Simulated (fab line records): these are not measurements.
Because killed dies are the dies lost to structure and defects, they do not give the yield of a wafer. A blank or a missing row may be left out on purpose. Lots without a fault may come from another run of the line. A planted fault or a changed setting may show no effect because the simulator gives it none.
Matching of chambers ; flow n5_finfet ; N5_BEOL_M11_CURE_71 on uv_cure-01 has 3 sister chambers
The step cures SiCOH lowk, time 240 s. 6 wafers are shown with their chamber, then 9 later ones without.

WAFERS, EACH WITH ITS CHAMBER
wafer;chamber;wafer_temp_C_max;lamp_power_pct (%)
L075.4;0;386.9;52.32
L075.6;0;386.1;52.30
L085.4;1;387.0;52.33
L085.6;1;387.2;52.30
L087.4;2;388.6;52.37
L087.6;2;387.4;52.31

WAFERS WHOSE CHAMBER IS MISSING
wafer;wafer_temp_C_max;lamp_power_pct (%)
L079.1;386.1;52.27
L079.2;386.6;52.23
L079.6;386.4;52.36
L096.1;387.6;52.27
L096.3;387.3;52.22
L096.6;388.1;52.38
L095.1;387.0;52.35
L095.4;388.8;52.29
L095.6;387.9;52.34

WHICH CHAMBER EACH ONE RAN IN
wafer;from the rows above;in truth
L079.1;can't be placed: 0 or 1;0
L079.2;can't be placed: 0 or 1 or 2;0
L079.6;can't be placed: 0 or 1 or 2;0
L096.1;can't be placed: 1 or 0 or 2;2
L096.3;can't be placed: 1 or 0 or 2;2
L096.6;can't be placed: 2 or 1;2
L095.1;can't be placed: 1 or 0 or 2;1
L095.4;can't be placed: 2 or 1 or 0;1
L095.6;can't be placed: 2 or 1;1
0 of 9 placed correctly. These rows do not allow placing 9 (true chamber among the candidates in 9). Placed wrongly: 0.
How it was worked out, from the rows above alone: a wafer's distance from a chamber is the root of the sum, over the readings, of the square of ((its reading less the chamber's mean) divided by the reading's scatter). If the next closest chamber is less than 2 further off than the closest, the wafer can't be placed; otherwise it belongs to the closest. A chamber's mean is the mean of its shown wafers. The scatter: the root of (the sum of the squares of (reading less its chamber's mean) over the shown wafers, divided by (wafers less chambers)).
